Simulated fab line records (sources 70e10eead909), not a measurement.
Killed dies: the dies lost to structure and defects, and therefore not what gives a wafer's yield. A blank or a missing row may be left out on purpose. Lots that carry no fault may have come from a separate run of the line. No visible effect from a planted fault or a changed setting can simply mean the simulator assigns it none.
Matching of chambers    flow nand harc    pecvd-04 running NHARC_P_GATE_DEP_103: 3 sister chambers
The step deposits SiON, target thk 30 nm. 3 wafers are shown with their chamber, then 8 later ones without.

== WAFERS WITH THEIR CHAMBER ==
wafer   chamber  heater power w (W)
L413.4  1        763
L413.5  2        907
L415.1  0        704

== WAFERS MISSING THEIR CHAMBER ==
wafer   heater power w (W)
L415.5  717
L415.6  690
L416.1  812
L416.2  726
L416.4  1007
L420.1  707
L420.4  838
L420.6  715

== EACH ONE'S CHAMBER ==
wafer   from the rows above           in truth
L415.5  can't be placed: 0 or 1       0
L415.6  can't be placed: 0 or 1       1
L416.1  can't be placed: 1 or 2 or 0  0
L416.2  can't be placed: 0 or 1       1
L416.4  2                             2
L420.1  can't be placed: 0 or 1       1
L420.4  can't be placed: 2 or 1 or 0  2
L420.6  can't be placed: 0 or 1       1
Correct placement for 1 of the 8. Cannot be placed on the basis of these rows: 7; the candidates contain the true chamber in 7. 0 placed wrongly.
How it was worked out, from the rows above alone: a wafer's distance from a chamber is the root of the sum, over the readings, of the square of ((its reading less the chamber's mean) divided by the reading's scatter). The wafer belongs to the nearest chamber; if the next one is less than 2 further off, it can't be placed. Each chamber's mean is taken over the wafers shown for it. The scatter: root of mean squared gap, hidden wafer to nearest shown wafer, with one shown wafer a chamber.
